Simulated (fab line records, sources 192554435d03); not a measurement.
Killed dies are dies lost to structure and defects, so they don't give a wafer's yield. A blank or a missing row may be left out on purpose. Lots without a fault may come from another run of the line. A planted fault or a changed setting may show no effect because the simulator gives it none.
Problem report in the 8D (eight disciplines) form, filled by code | flow n5_finfet | the parts of the form that need people (team, actions taken, sign-off) are left out

1. THE PROBLEM
raw_defect_count at N5_BEOL_M10_INSPECT_13 reads a mean of 1319 on 2 wafers of 1 lot; wafers without a fault read 411 with a standard deviation of 89. That is +10 standard deviations from the usual mean.
The step: inspects for defects (brightfield).
First seen on wafer L981.1, day 13 09:38, on defect_inspect-01. The record holds 15 wafers of 5 lots with a number at this step. Rule for "out", or "out of limits": more than 4 standard deviations from the usual mean. The other wafers with a number count as sound.

2. WHAT IT IS AND WHAT IT IS NOT
question                    | is                | is not
which readings at this step | raw_defect_count  | -
which lots                  | L981              | L966, L967, L977, L986
which wafers of those lots  | L981.1, L981.6    | L981.4
read on which gauges        | defect_inspect-01 | defect_inspect-02
when                        | from day 13 09:38 | up to then (10 sound wafers); but 3 sound wafers of L986 came after

3. SUSPECTS, AND WHAT RULES EACH OUT
Counting: a tool at a process step up to the reading stays a suspect if it ran every lot that is out. Sound lots after the first of them don't rule it out here, since some wafers of a struck lot are sound.
- the gauge at N5_BEOL_M10_INSPECT_13: ruled out. All the wafers that are out were read on defect_inspect-01, but those of them that N5_PASSIVATION_PROBE_49 has rows for are out there too, on other tools.
- pvd_sputter-03 at N5_BEOL_M9_SPUTTER_48 (material Cu, target thk 12 nm, time 2 s): kept. It ran the lot that is out, L981 (day 13 06:20).
- cmp-03 at N5_BEOL_M9_CMP_52 (polishes, stops on SiCOH lowk, t overpolish 7 s, target thk 140 nm): kept. It ran the lot that is out, L981 (day 13 06:59).
- pecvd-02 at N5_BEOL_M10_ILD_DEP_00 (deposits SiCOH lowk from DEMS/porogen, target thk 308.51 nm, time 58 s): kept. It ran the lot that is out, L981 (day 13 07:26); its last sound lot up to then is L977 (day 13 04:29).
- uv_cure-03 at N5_BEOL_M10_CURE_71 (cures SiCOH lowk, time 240 s): kept. It ran the lot that is out, L981 (day 13 07:42); its last sound lot up to then is L967 (day 10 07:25).
- pecvd-04 at N5_BEOL_M10_PECVD_70 (deposits SiO2 from TEOS/O2, target thk 20 nm, time 22.7 s): kept. It ran the lot that is out, L981 (day 13 08:15); its last sound lot up to then is L967 (day 10 07:58).
- pvd_sputter-03 at N5_BEOL_M10_HM_DEP_02 (deposits TiN, target thk 20 nm): kept. It ran the lot that is out, L981 (day 13 09:05); its last sound lot up to then is L967 (day 10 08:29).
- Within cmp-03 at N5_BEOL_M9_CMP_52: the wafers that are out ran in chambers 0, 1; their sound lot-mates ran in chamber 2.
- Within pecvd-02 at N5_BEOL_M10_ILD_DEP_00: the wafers that are out ran in chamber 1; their sound lot-mates ran in chamber 2.
- Within pecvd-04 at N5_BEOL_M10_PECVD_70: the wafers that are out ran in chamber 2; their sound lot-mates ran in chamber 0.
Left after counting: pvd_sputter-03 at N5_BEOL_M9_SPUTTER_48, cmp-03 at N5_BEOL_M9_CMP_52, pecvd-02 at N5_BEOL_M10_ILD_DEP_00, uv_cure-03 at N5_BEOL_M10_CURE_71, pecvd-04 at N5_BEOL_M10_PECVD_70, pvd_sputter-03 at N5_BEOL_M10_HM_DEP_02.

4. THE CAUSE (what the simulator had put in)
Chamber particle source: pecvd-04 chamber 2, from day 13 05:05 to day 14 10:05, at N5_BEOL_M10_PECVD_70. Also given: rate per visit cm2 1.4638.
Counting left 6 suspects, and this tool is among them.

5. THE CHAIN OF EFFECTS, in route order
Each row: a reading whose mean over the struck wafers that have a number lies more than 3 standard deviations from the usual. Only readings for which the record gives a usual standard deviation are gone through. hours: the time from each lot's start at the first step in this table that gives one to its start at this step, as a median over the lots. sigmas: the change in usual standard deviations.
hours | step                    | reading              | usual  | on struck wafers | change | sigmas
0     | N5_BEOL_M10_INSPECT_13  | raw_defect_count     | 411    | 1319             | +908   | +10
61    | N5_PASSIVATION_PROBE_49 | defect_limited_yield | 91.3 % | 82.8             | -8.5   | -5.6
61    | N5_PASSIVATION_PROBE_49 | killed_at_M4_up      | 13     | 110              | +97    | +18
61    | N5_PASSIVATION_PROBE_49 | killed_dies          | 102    | 202              | +100   | +5.6
61    | N5_PASSIVATION_PROBE_49 | killed_on_rim        | 13     | 26               | +13    | +3.2
61    | N5_PASSIVATION_PROBE_49 | sort_bin_5_function  | 5.1 %  | 9.6              | +4.5   | +4.5
61    | N5_PASSIVATION_PROBE_49 | sort_n_pass          | 1078   | 978              | -100   | -5.6
61    | N5_PASSIVATION_PROBE_49 | sort_yield_pct       | 91.3 % | 82.8             | -8.5   | -5.6
The process steps in it:
- N5_PASSIVATION_PROBE_49

6. WHAT WOULD HAVE CAUGHT IT SOONER
In this record the first reading out of limits at a measuring or inspecting step was taken at day 13 09:38, 5 hours after the fault began at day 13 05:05.
Of the tool readings at N5_BEOL_M10_PECVD_70 for which the record gives a usual standard deviation, none was out on any struck wafer, so an alarm limit of 4 standard deviations on them would not have fired.
All the lots that are out (1) had begun N5_BEOL_M10_PECVD_70 on pecvd-04 by day 13 09:38. A hold on the tool at that time would have spared none of them.
